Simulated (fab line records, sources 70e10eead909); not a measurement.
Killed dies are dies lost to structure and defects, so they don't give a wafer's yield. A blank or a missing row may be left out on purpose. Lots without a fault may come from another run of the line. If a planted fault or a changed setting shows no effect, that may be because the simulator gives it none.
fab line records	flow nand-harc
[record] lots = 6	wafers = 18	last-day = 33
route steps=1302 shown A_BONDPAD@1217 HYBRID_BOND@1237 THIN_TSV@1244 END@1302
lots with no fault: from the same line, run without faults
start-h: hours from the record's first day to the start of the lot's first wafer shown	wait-h: hours since the lot's step before	" identical to the entry in the row above	L1.1+2: a single row standing in for several wafers	- either no value or no given start	* or withheld: withheld	< > ~ a bound
route shown NAME@n: names a module that has steps shown in the file, with the first one's number in the route	usual: average and standard deviation across the fault-free wafers	same: alike in all rows	chamber/n: place in a boat	sites: per-site readings	_std_site: the standard deviation of these	_edge_site: inner sites' mean taken away from outer sites' mean	radius-mm: how far each site lies from the wafer's centre	mask NAME#n: copy n	behind: the tool/chamber that last shaped the wafer	hold: why the lot was held/for how many hours/how that ended	device: the n, p or np transistor that did not switch	end of line: at the end of the route, the tests of the same wafers	a step without rows: its recipe alone	killed: not the wafer's yield, but the dies lost to structure and defects at the first sort	map: per-die view of a wafer (x killed, . not killed, _ where there is no die)
set.NAME: the setting as run; set.NAME@STEP: as run at that earlier step	model.NAME: the simulator's own value behind a step, which no gauge read
certain route steps with their lots: each step a table, each wafer a row
services: a tool's chamber out of use, with start hour (start-h, from the record's first day; less than 0 if before it), hours out, and reason
[[steps]]
[step NHARC_A_BONDPAD_HARDBAKE_10]
[recipe] temp-c = 118	time-s = 65
[step NHARC_A_BONDPAD_DESCUM_11]
[recipe] time-s = 3	o2-flow-sccm = 200	ar-flow-sccm = 0	bias-power-w = 0	chemistry = O2
[usual] drypump-motor-current-A = 5.9/0.35	mfc-ar-sccm = 0.009/0.0097	oes-product-au = 1.003/0.0088	rf-vpp-V = 57.9/0.92	showerhead-plenum-p-Torr = 1.93/0.085	throttle-valve-pct = 11.311/0.0091
[same] bias-power-w = 0
lot.wafer	tool	chamber	start-h	wait-h	drypump-motor-current-A	mfc-ar-sccm	oes-product-au	rf-hours-counter-h	rf-vpp-V	showerhead-plenum-p-Torr	throttle-valve-pct
L287.3	rie-diel-07	0	622.30	-	5.7	0	1.016	5	57.6	1.84	11.341
L287.2	"	1	"	"	6.3	0	1.011	5	58.8	1.90	11.316
L287.5	"	1	"	"	6.3	0	0.998	-	58.2	1.90	11.317
L294.2	rie-diel-07	0	683.40	-	5.7	0	0.991	0	58.4	1.84	11.308
L294.4	"	1	"	"	6.2	0	1.006	0	58.2	1.90	11.329
L294.5	"	3	"	"	5.9	0.020	1.013	-	57.9	1.92	11.312
L293.1	rie-diel-07	3	684.82	-	5.8	0.020	1.012	0	57.4	1.92	11.311
L293.2	"	0	"	"	5.7	0	1.002	0	56.3	1.84	11.302
L293.6	"	1	"	"	6.3	0	1.003	-	58.3	1.90	11.304
L295.2	rie-diel-11	1	694.81	-	5.8	0	0.990	25	57.1	1.82	11.318
L295.6	"	1	"	"	5.8	0	0.997	-	58.6	1.82	11.311
L295.5	"	2	"	"	5.5	0.017	1.006	-	59.3	2.07	11.317
L299.1	rie-diel-07	3	752.44	-	5.9	0.020	0.985	2	58.0	1.92	11.284
L299.3	"	1	"	"	6.3	0	1.002	2	59.4	1.90	11.313
L299.4	"	1	"	"	6.3	0	1.001	-	57.4	1.90	11.304
L301.3	rie-diel-07	3	762.43	-	5.9	0.020	1.011	2	58.7	1.92	11.316
L301.2	"	2	"	"	6.1	0.010	0.996	2	58.4	2.05	11.309
L301.6	"	2	"	"	6.1	0.010	1.002	-	58.1	2.05	11.314
[step NHARC_A_BONDPAD_ETCH_34]
[recipe] target-depth-a = 600	overetch-a = 180	time-s = 65.91	ion-energy-ev = 200	n2-flow-sccm = 150	h2-flow-sccm = 150	ar-flow-sccm = 0	rf-w = 400	bias-w = 150	chemistry = N2/H2
[usual] drypump-motor-current-A = 5.9/0.35	mfc-ar-sccm = 0.009/0.0097	oes-product-au = 1.004/0.0097	rf-vpp-V = 430.9/2.6	showerhead-plenum-p-Torr = 2.06/0.093	throttle-valve-pct = 14.170/0.0089
lot.wafer	tool	chamber	start-h	wait-h	drypump-motor-current-A	mfc-ar-sccm	oes-product-au	rf-hours-counter-h	rf-vpp-V	showerhead-plenum-p-Torr	throttle-valve-pct
L287.3	rie-diel-07	3	622.39	0.1	5.9	0.020	0.986	4	431.4	2.05	14.159
L287.2	"	0	"	"	5.7	0	1.008	5	427.9	1.96	14.155
L287.5	"	2	"	"	6.1	0.010	1.007	-	434.4	2.19	14.164
L294.4	rie-diel-07	2	683.48	0.1	6.1	0.010	1.002	0	434.2	2.19	14.182
L294.2	"	3	"	"	5.9	0.020	1.000	0	429.5	2.04	14.161
L294.5	"	1	"	"	6.3	0	0.990	-	431.6	2.02	14.175
L293.2	rie-diel-07	1	684.88	0.1	6.3	0	1.025	0	428.8	2.02	14.173
L293.1	"	3	"	"	5.9	0.020	1.005	0	430.0	2.04	14.171
L293.6	"	1	"	"	6.3	0	0.997	-	428.6	2.02	14.181
L295.2	rie-diel-11	3	694.91	0.1	5.3	0	1.002	25	434.1	2.17	14.162
L295.5	"	2	"	"	5.5	0.017	1.003	-	435.1	2.21	14.171
L295.6	"	3	"	"	5.4	0	1.015	-	434.4	2.17	14.175
L299.3	rie-diel-07	2	752.54	0.1	6.1	0.010	0.994	2	434.0	2.19	14.159
L299.1	"	3	"	"	5.9	0.020	1.005	2	430.7	2.04	14.174
L299.4	"	3	"	"	5.9	0.020	1.007	-	430.1	2.04	14.175
L301.2	rie-diel-07	3	762.54	0.1	5.9	0.020	1.014	2	430.1	2.04	14.189
L301.3	"	1	"	"	6.2	0	1.016	2	429.2	2.02	14.174
L301.6	"	3	"	"	5.9	0.020	1.008	-	430.0	2.04	14.176
[step NHARC_A_BONDPAD_ETCH_12]
[recipe] target-depth-a = 2200	time-s = 110	chf3-flow-sccm = 50	o2-flow-sccm = 10	ar-flow-sccm = 200	rf-w = 500	bias-w = 200	chemistry = CHF3/O2
[step NHARC_A_BONDPAD_CD_MEAS_13]
[usual] cd-nm = 499.0/2
lot.wafer	tool	chamber	start-h	wait-h	cd-nm
L287.2	cd-sem-01	-	622.62	-	497.2
L287.3	"	-	"	"	500.5
L287.5	"	-	"	"	496.0
L294.2	cd-sem-01	-	683.70	-	495.8
L294.4	"	-	"	"	496.9
L294.5	"	-	"	"	498.3
L293.1	cd-sem-01	-	685.12	-	500.4
L293.2	"	-	"	"	497.2
L293.6	"	-	"	"	497.9
L295.2	cd-sem-01	-	695.14	-	496.8
L295.5	"	-	"	"	499.9
L295.6	"	-	"	"	499.8
L299.1	cd-sem-01	-	752.80	-	500.9
L299.3	"	-	"	"	499.4
L299.4	"	-	"	"	498.4
L301.2	cd-sem-02	-	762.79	-	496.5
L301.3	"	-	"	"	500.4
L301.6	"	-	"	"	499.8
[step NHARC_A_BONDPAD_STRIP_15]
[recipe] o2-flow-sccm = 500	ar-flow-sccm = 0	bias-w = 0	chemistry = O2
[step NHARC_A_BONDPAD_ETCH_24]
[recipe] target-depth-a = 300	over-etch-frac = 0.3	time-s = 72.99	ion-energy-ev = 150	cf4-flow-sccm = 50	n2-flow-sccm = 100	ar-flow-sccm = 150	rf-w = 300	bias-w = 100	chemistry = CF4/N2
[usual] drypump-motor-current-A = 5.8/0.41	mfc-ar-sccm = 149.9/0.46	oes-product-au = 1.003/0.011	rf-vpp-V = 314.3/2.2	showerhead-plenum-p-Torr = 2.63/0.12	throttle-valve-pct = 19.793/0.011
lot.wafer	tool	chamber	start-h	wait-h	drypump-motor-current-A	mfc-ar-sccm	oes-product-au	rf-hours-counter-h	rf-vpp-V	showerhead-plenum-p-Torr	throttle-valve-pct
L287.2	rie-diel-01	3	-	-	6.3	149.4	1.007	12	313.8	2.50	19.782
L287.3	"	0	"	"	6.0	150.0	1.016	12	311.1	2.48	19.790
L287.5	"	0	"	"	6.0	150.0	1.008	-	310.4	2.48	19.792
L294.4	rie-diel-07	1	-	-	6.3	150.0	1.005	0	314.2	2.60	19.800
L294.2	"	3	"	"	5.9	150.1	0.998	0	313.7	2.63	19.808
L294.5	"	2	"	"	6.1	150.8	1.001	-	317.4	2.80	19.774
L293.2	rie-diel-07	3	-	-	5.9	149.9	1.002	0	314.2	2.63	19.803
L293.1	"	1	"	"	6.3	150.0	1.013	0	314.8	2.60	19.797
L293.6	"	3	"	"	5.9	150.1	1.000	-	315.5	2.63	19.792
L295.2	rie-diel-01	0	-	-	6.0	149.6	1.009	23	313.1	2.48	19.785
L295.6	"	0	"	"	6.0	150.6	1.002	-	311.4	2.48	19.783
L295.5	"	1	"	"	4.9	149.6	1.018	-	316.9	2.81	19.792
L299.3	rie-diel-07	2	753.07	0.1	6.1	150.0	1.012	2	318.8	2.80	19.796
L299.1	"	3	"	"	5.9	150.4	1.014	2	314.5	2.63	19.814
L299.4	"	3	"	"	5.9	149.9	1.009	-	313.2	2.63	19.782
L301.2	rie-diel-07	2	763.05	0.2	6.1	149.7	0.999	2	316.3	2.80	19.795
L301.3	"	3	"	"	5.9	149.7	0.996	2	314.9	2.63	19.794
L301.6	"	3	"	"	5.9	149.5	0.996	-	314.7	2.63	19.807
[step NHARC_A_BONDPAD_STRIP_16]
[recipe] time-s = 600	temp-c = 30	chemistry = post-etch-residue-remover
[step NHARC_A_BONDPAD_DEGAS_25]
[recipe] temp-c = 300	time-s = 60
[step NHARC_A_BONDPAD_PRE_CLEAN_26]
[recipe] time-s = 30	temp-c = 280	gas = H2/He
[step NHARC_A_BONDPAD_PVD_17]
[recipe] target-thk-a = 50	bias-v = 168.6	power-w = 15000	chamber-pressure-pa = 0.12	time-s = 8.06	substrate-temp-c = 50	material = TaN
[step NHARC_A_BONDPAD_PVD_27]
[recipe] target-thk-a = 300	chamber-pressure-pa = 5	power-w = 5000	substrate-temp-c = 30	time-s = 20.49	material = Cu
[usual] throttle-valve-pct = 30.4/0.89
lot.wafer	tool	chamber	start-h	wait-h	throttle-valve-pct
L287.3	pvd-sputter-02	-	-	-	29.3
L287.2	"	-	"	"	30.1
L287.5	"	-	"	"	29.1
L294.2	pvd-sputter-01	-	-	-	29.7
L294.4	"	-	"	"	31.7
L294.5	"	-	"	"	29.9
L293.1	pvd-sputter-03	-	-	-	30.7
L293.2	"	-	"	"	30.4
L293.6	"	-	"	"	31.6
L295.2	pvd-sputter-01	-	-	-	29.7
L295.5	"	-	"	"	31.9
L295.6	"	-	"	"	29.8
L299.3	pvd-sputter-03	-	-	-	31.3
L299.1	"	-	"	"	30.5
L299.4	"	-	"	"	32.2
L301.3	pvd-sputter-02	-	-	-	29.2
L301.2	"	-	"	"	30.5
L301.6	"	-	"	"	29.3
[step NHARC_A_BONDPAD_ECD_18]
[recipe] target-thk-a = 4000	bath-temp-c = 25	material = Cu
[usual] bath-heat-duty-pct = 5.8/0.56
lot.wafer	tool	chamber	start-h	wait-h	bath-heat-duty-pct
L287.2	ecd-cu-02	1	623.65	-	5.6
L287.3	"	1	"	"	6.0
L287.5	"	1	"	"	6.0
L294.2	ecd-cu-01	1	684.68	-	6.5
L294.4	"	0	"	"	6.4
L294.5	"	1	"	"	6.8
L293.2	ecd-cu-02	1	686.10	-	4.8
L293.1	"	0	"	"	6.4
L293.6	"	1	"	"	5.6
L295.2	ecd-cu-01	1	696.13	-	5.8
L295.5	"	1	"	"	6.4
L295.6	"	0	"	"	5.7
L299.1	ecd-cu-01	1	753.88	-	6.7
L299.4	"	0	"	"	6.3
L299.3	"	1	"	"	6.0
L301.2	ecd-cu-01	0	764.13	-	5.9
L301.3	"	1	"	"	6.6
L301.6	"	0	"	"	6.0
[step NHARC_A_BONDPAD_ANNEAL_28]
[recipe] temp-c = 225	time-s = 90
[step NHARC_A_BONDPAD_CMP_19]
[recipe] t-overpolish-s = 30	cu-recess-touch-s = 16	target-thk-nm = 169.82
[usual] motor-current-A = 11.5/1.2	overpolish-run-s = 29.999/0.0085	slurry-flow-ml-min = 150.0/0.44
lot.wafer	tool	chamber	start-h	wait-h	motor-current-A	overpolish-run-s	slurry-flow-ml-min
L287.3	cmp-02	0	624.34	-	10.8	30.008	150.1
L287.2	"	1	"	"	10.1	29.995	150.3
L287.5	"	0	"	"	11.3	29.985	150.3
L294.4	cmp-03	2	685.40	-	12.6	30.003	150.2
L294.2	"	3	"	"	11.8	29.999	150.1
L294.5	"	3	"	"	12.0	30.003	149.7
L293.2	cmp-04	1	686.82	-	12.2	30.007	150.2
L293.1	"	0	"	"	10.0	30.018	149.5
L293.6	"	2	"	"	12.3	29.998	150.4
L295.2	cmp-03	1	696.93	-	9.7	29.993	150.3
L295.5	"	2	"	"	13.5	29.998	150.3
L295.6	"	3	"	"	12.1	29.986	150.6
L299.3	cmp-03	2	754.55	-	13.3	30.013	150.7
L299.4	"	3	"	"	11.9	29.995	150.0
L299.1	"	1	"	"	9.5	30.003	150.3
L301.3	cmp-04	3	764.83	-	11.2	29.999	150.0
L301.2	"	0	"	"	10.4	30.009	150.9
L301.6	"	3	"	"	11.4	29.984	149.2
[step NHARC_A_BONDPAD_THK_MEAS_20]
[recipe] thk-meas-gauge = xrf
[usual] thk-nm = 169.5/1.4
lot.wafer	tool	chamber	start-h	wait-h	thk-nm
L287.2	film-metro-01	-	624.67	-	169.7
L287.3	"	-	"	"	172.1
L287.5	"	-	"	"	170.2
L294.2	film-metro-02	-	685.72	-	168.5
L294.4	"	-	"	"	168.9
L294.5	"	-	"	"	169.0
L293.1	film-metro-02	-	687.14	-	167.9
L293.2	"	-	"	"	167.6
L293.6	"	-	"	"	167.8
L295.2	film-metro-02	-	697.17	-	169.1
L295.5	"	-	"	"	169.6
L295.6	"	-	"	"	169.6
L299.1	film-metro-02	-	754.87	-	171.0
L299.3	"	-	"	"	169.1
L299.4	"	-	"	"	169.1
L301.2	film-metro-02	-	765.13	-	170.1
L301.3	"	-	"	"	171.7
L301.6	"	-	"	"	169.4
[step NHARC_A_BONDPAD_SRD_21]
[recipe] time-s = 30	temp-c = 23	dry-time-s = 20	spin-rpm = 1500
[step NHARC_HYBRID_BOND_ACTIVATE_00]
[recipe] time-s = 60	n2-flow-sccm = 200	ar-flow-sccm = 0	bias-power-w = 0	chemistry = N2
[step NHARC_HYBRID_BOND_PRECLEAN_01]
[recipe] time-s = 300	temp-c = 23	chemistry = DIW
[step NHARC_HYBRID_BOND_SRD_02]
[recipe] time-s = 30	temp-c = 23	dry-time-s = 20	spin-rpm = 1500
[step NHARC_HYBRID_BOND_BOND_03]
[recipe] temp-c = 25
[step NHARC_HYBRID_BOND_ANNEAL_04]
[recipe] temp-c = 300	time-s = 7200	ramp-up-c-per-min = 5	ramp-down-c-per-min = 3	idle-temp-c = 100	pressure-atm = 1
[step NHARC_HYBRID_BOND_OVL_MEAS_05]
[usual] overlay-x-nm = 1/33	overlay-y-nm = 0/34
lot.wafer	tool	chamber	start-h	wait-h	overlay-x-nm	overlay-y-nm
L287.2	overlay-01	-	634.47	0.4	-3	-3
L287.3	"	-	"	"	-1	-14
L287.5	"	-	"	"	-41	13
L294.2	overlay-01	-	695.38	0.4	18	-37
L294.4	"	-	"	"	-56	43
L294.5	"	-	"	"	-30	-10
L293.1	overlay-02	-	695.38	0.4	-2	-17
L293.2	"	-	"	"	32	16
L293.6	"	-	"	"	9	5
L295.2	overlay-01	-	706.88	0.4	34	22
L295.5	"	-	"	"	-79	20
L295.6	"	-	"	"	-32	-39
L299.1	overlay-02	-	764.55	0.4	56	16
L299.3	"	-	"	"	-15	6
L299.4	"	-	"	"	-6	-32
L301.2	overlay-01	-	774.83	0.4	-6	22
L301.3	"	-	"	"	-25	-16
L301.6	"	-	"	"	-50	-15
[step NHARC_THIN_TSV_GRIND_00]
[recipe] target-thk-um = 6
[step NHARC_THIN_TSV_CMP_01]
[recipe] target-thk-um = 3
[step NHARC_THIN_TSV_THK_MEAS_02]
[recipe] thk-meas-gauge = ir
[usual] thk-nm = 2983/230
lot.wafer	tool	chamber	start-h	wait-h	thk-nm
L287.2	film-metro-01	-	636.17	0.2	2766
L287.3	"	-	"	"	3053
L287.5	"	-	"	"	2817
L294.2	film-metro-02	-	697.07	0.2	2621
L294.4	"	-	"	"	2614
L294.5	"	-	"	"	2633
L293.1	film-metro-02	-	698.25	-	3102
L293.2	"	-	"	"	2987
L293.6	"	-	"	"	3275
L295.2	film-metro-02	-	708.57	-	3114
L295.5	"	-	"	"	3066
L295.6	"	-	"	"	2945
L299.1	film-metro-02	-	766.24	-	3388
L299.3	"	-	"	"	3131
L299.4	"	-	"	"	3294
L301.2	film-metro-02	-	776.51	-	3171
L301.3	"	-	"	"	2907
L301.6	"	-	"	"	3008
[step NHARC_THIN_TSV_SRD_03]
[step NHARC_THIN_TSV_PRECLEAN_41]
[recipe] time-s = *	temp-c = 50	bath-age-min = 0	chemistry = SC1
[step NHARC_THIN_TSV_SRD_42]
[step NHARC_THIN_TSV_DEP_43]
[recipe] target-thk-a = 13285	temp-c = withheld	pressure-torr = 6.5	rf-w = 900	teos-flow-sccm = 161.4	flow-sccm = 2650	target-thk-nm = 1328.5	gas = O2	material = SiO2
[step NHARC_THIN_TSV_DEHYDRATE_04]
[recipe] temp-c = 150	time-s = 120
[step NHARC_THIN_TSV_HMDS_05]
[recipe] time-s = 30
[step NHARC_THIN_TSV_COAT_06]
[recipe] spin-rpm = *
[step NHARC_THIN_TSV_SOFTBAKE_07]
[recipe] temp-c = 122	time-s = 95
[step NHARC_THIN_TSV_EBR_08]
[step NHARC_THIN_TSV_EXPOSE_09]
[recipe] na = 0.55	dose-mj = 30.7	mask-id = TSV
[step NHARC_THIN_TSV_PEB_10]
[recipe] peb-temp-c = 118	peb-time-s = 85
[step NHARC_THIN_TSV_DEVELOP_11]
[recipe] time-s = 70
[step NHARC_END_SORT_01]
[recipe] temp-c = 25
[usual] killed-at-array = 62/15	killed-at-other = 0.8/1	killed-at-periphery = 3.7/2.6	killed-dies = 66/15	killed-open = 3.1/1.8	killed-short = 2.6/1.7
[same] gross-dies = 677
lot.wafer	tool	chamber	start-h	wait-h	killed-at-array	killed-at-other	killed-at-periphery	killed-dies	killed-open	killed-short
L287.2	prober-01	0	656.05	2.8	66	0	3	69	3	0
L287.3	prober-01	0	656.85	3.1	56	0	2	58	4	0
L287.5	prober-01	0	658.44	3.7	58	0	2	60	3	3
L299.1	prober-02	0	783.00	2.5	320	1	4	325	5	3
L299.3	prober-02	0	784.61	3.1	306	0	2	308	3	1
L299.4	prober-02	0	785.41	3.4	296	2	5	303	2	1
L301.2	prober-01	0	793.56	2.8	270	3	2	275	3	3
L301.3	prober-01	0	794.36	3.1	271	4	2	277	2	2
L301.6	prober-01	0	796.77	4.0	284	1	3	288	2	0
// killed by level:class
L287.2 A_CHANNEL_HOLE_D1:chamber-film-flake=35 A_CHANNEL_HOLE_D2:chamber-film-flake=15 A_CONTACT:chamber-film-flake=9 P_M0:chamber-film-flake=2 A_M0:chamber-film-flake=2 P_CONTACT:geometric-particle:open=1 A_CHANNEL_FILL_D1:geometric-particle:open=1 A_WL_FILL:geometric-particle:open=1
L287.3 A_CHANNEL_HOLE_D1:chamber-film-flake=29 A_CHANNEL_HOLE_D2:chamber-film-flake=12 A_CONTACT:chamber-film-flake=7 A_STAIRCASE:chamber-film-flake=2 P_M0:geometric-particle:open=1 A_CHANNEL_HOLE_D1:geometric-particle:open=1 A_ONON_D2:geometric-particle:open=1 A_M1:geometric-particle:open=1
L287.5 A_CHANNEL_HOLE_D1:chamber-film-flake=35 A_CHANNEL_HOLE_D2:chamber-film-flake=9 A_CONTACT:chamber-film-flake=6 A_M0:chamber-film-flake=2 P_M0:geometric-particle:open=1 A_CHANNEL_FILL_D1:geometric-particle:short=1 A_DECK1_JOINT:geometric-particle:open=1 A_ONON_D2:geometric-particle:short=1
L299.1 A_BONDPAD:unspecified=272 A_CHANNEL_HOLE_D2:chamber-film-flake=22 A_CHANNEL_HOLE_D1:chamber-film-flake=6 A_SLIT:chamber-film-flake=4 A_STAIRCASE:chamber-film-flake=3 A_CONTACT:chamber-film-flake=3 A_CONTACT:area-etch=3 P_GATE:geometric-particle:open=1
L299.3 A_BONDPAD:unspecified=251 A_CHANNEL_HOLE_D2:chamber-film-flake=20 A_CHANNEL_HOLE_D1:chamber-film-flake=13 A_STAIRCASE:chamber-film-flake=6 A_CONTACT:chamber-film-flake=5 A_SLIT:chamber-film-flake=4 P_CONTACT:geometric-particle:open=1 A_CHANNEL_FILL_D2:geometric-particle:open=1
L299.4 A_BONDPAD:unspecified=238 A_CHANNEL_HOLE_D2:chamber-film-flake=30 A_CHANNEL_HOLE_D1:chamber-film-flake=8 A_CONTACT:chamber-film-flake=8 A_STAIRCASE:chamber-film-flake=4 P_ZERO_WELL:chamber-film-flake=3 A_SLIT:chamber-film-flake=3 P_M0:geometric-particle:open=2
L301.2 A_BONDPAD:unspecified=225 A_SLIT:chamber-film-flake=27 A_CONTACT:chamber-film-flake=7 A_DECK1_JOINT:chamber-film-flake=4 THIN_TSV:chamber-film-flake=3 A_CHANNEL_FILL_D1:geometric-particle:open=2 A_STAIRCASE:chamber-film-flake=2 P_CONTACT:geometric-particle:open=1
L301.3 A_BONDPAD:unspecified=220 A_SLIT:chamber-film-flake=34 A_CONTACT:chamber-film-flake=9 THIN_TSV:chamber-film-flake=4 A_STAIRCASE:chamber-film-flake=2 P_M1:geometric-particle:open=1 A_ONON_D2:geometric-particle:short=1 A_CHANNEL_HOLE_D2:geometric-particle:open=1
L301.6 A_BONDPAD:unspecified=246 A_SLIT:chamber-film-flake=25 A_CONTACT:chamber-film-flake=6 A_CHANNEL_HOLE_D2:chamber-film-flake=3 P_STI:chamber-film-flake=2 A_ONON_D1:geometric-particle:open=1 A_M0:geometric-particle:open=1 P_GATE:chamber-film-flake=1
// map L299.1 (x killed, . not)
____________.____________
_________x..xx.._________
_______x........xx_______
______.x.....x.x...______
_____xxxx.....x.x..x_____
____.xx.x..x.xx...x.x____
____x.xx...x......xxx____
___..x....x....xx...xx___
___.......x...xxxx....___
__..xx.xx..xx.x...xxx..__
__.xxxx.xx.x...x.xx.x.x__
_...xx.x..x.x.x.....xxxx_
_...xxx.x.x..x....xx...x_
_xx...xx.xxx.......x..x._
_xx.xx.xx.xx...xxx....x._
_.xxxx...x.x.x.x..x.xxxx_
...x...x.xx.......x...xx.
.xx..x..x.x..x.x..xx.xx..
xx.x..x.......xx.xx.x.xxx
x.....x.xxx.x..xxxx.xx.x.
x.x..x.xx...x.xx.x...x..x
_x..x.x..xx.xxxxx..xx..._
_.....x.xxx.x..x.xxxxxx._
_x.xxxx.x..x.x..xxxxx.xx_
_xxx....x.x...x.x.x.x..._
_..xx...xxx.x..xx.....xx_
__x....xx.x.x.xx.x...xx__
__x..x........xxx.xxxx.__
___..x...xx.xxxxxxxxxx___
___...x.xxxx.xxxxxxxxx___
____.xx.x.x...xxxxx..____
____xxxx.x..xxxxxxx.x____
_____x...x..xxxxxxxx_____
______x..xxx...x.xx______
_______xxx.xx...xx_______
_________x....xx_________
____________x____________
// map L301.6 (x killed, . not)
____________x____________
_________xx....x_________
_______x..x...x..x_______
______xx.x...x.x.xx______
_____x.x.....x..xx.._____
____.x..x.x...xxx.x..____
____........xx...xx..____
___.x.x...x.....xxx...___
___....x.xx....xx...x.___
__x.x......xx...x..x.x.__
__.xx......x....xx..xx.__
_xxxxx.x.x.x.x...xx....._
_.x.x...x...x..xx..xx.xx_
_x......xx.xxx....xxx..x_
_..x...xx......xx.x...x._
_..xxx...x...x.x.xxxxx.x_
x.x....xxx......xxxx.xx..
x.......x.x.xx...xxxxx...
xx...xx..x.x.xx.xxxxxx.x.
..x..x..x.xx..x..xxxxxxxx
..xxx...x...x.xx.x...x.x.
_..x..x.x....x.xxxx.xxxx_
_xx...xxxx....xx..xxxx.x_
_.xxx...x.xxxxx..x.xx.xx_
_xxx......xxx..x.x..x..x_
_..x.x.....xxx........x._
__x..xx...x...x.xxx...x__
__x...x...x..xxxxx.xxxx__
___......xx..xxx...x..___
___x...x...x.x.x....xx___
____....x..x..x...x..____
____xxxxx......xxxx..____
_____....xxxxxx.x..._____
______x.x.x..x..xx.______
_______.xx.xx....x_______
_________.x....._________
____________.____________
[[services]]
tool	chamber	start-h	hours	kind
cmp-04	-	602.51	4.0	pm
rie-diel-11	-	610.70	9.0	pm
pvd-sputter-01	-	628.54	2.7	repair
rie-diel-11	2	643.46	6.4	repair
pvd-sputter-02	-	646.78	10.0	pm
rie-diel-07	-	648.20	9.0	pm
cmp-03	-	652.24	4.0	pm
ecd-cu-02	-	656.03	1.4	repair
ecd-cu-01	-	672.13	0.9	repair
cmp-03	-	674.03	2.3	repair
ecd-cu-02	-	684.81	0.3	repair
ecd-cu-01	-	688.00	8.0	pm
rie-diel-07	1	688.24	2.2	repair
pvd-sputter-03	-	696.28	2.2	repair
cmp-04	-	700.51	4.0	pm
pvd-sputter-03	-	704.16	10.0	pm
cmp-04	-	710.66	0.5	repair
cmp-03	-	718.48	7.0	repair
rie-diel-07	-	725.88	1.9	repair
pvd-sputter-02	-	732.28	1.7	repair
cmp-03	-	750.24	4.0	pm
rie-diel-07	2	753.24	3.1	repair
rie-diel-11	-	759.71	0.9	repair
ecd-cu-01	-	759.93	1.1	repair
[[key]]
[first-sign] step = NHARC_END_SORT_01	reading = killed-at-array	direction = up	sigmas = 15	usual = 62	struck = 291
[effect] step = NHARC_END_SORT_01	reading = killed-dies	direction = up	sigmas = 15	usual = 66	struck = 296
[more-kills-born-at] NHARC_A_BONDPAD_ECD_18@ecd-cu-01 = 1452
met-at NHARC_A_BONDPAD_ECD_18
struck-wafers L299.1,L299.3,L299.4,L301.2,L301.3,L301.6
tester-left-out L299
onset-between 696.13 753.88
also-fits time
[earlier-fault] kind = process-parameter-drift	tool = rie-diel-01	chamber = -	onset-h = 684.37	steps = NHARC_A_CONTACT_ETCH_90	channel = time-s	offset = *	shape = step	acts-in = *	stated = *
[fault] kind = chamber-particle-source	tool = ecd-cu-01	chamber = -	onset-h = 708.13	steps = NHARC_A_BONDPAD_ECD_18	rate-per-visit-cm2 = 0.52733
// tester-left-out: of these lots the tester's yield and bins aren't shown, on N5 and GAA mostly nor the transistor test; their killed dies are dies lost to structure and defects alone, not to doping, threshold or leakage, so they don't give the yield
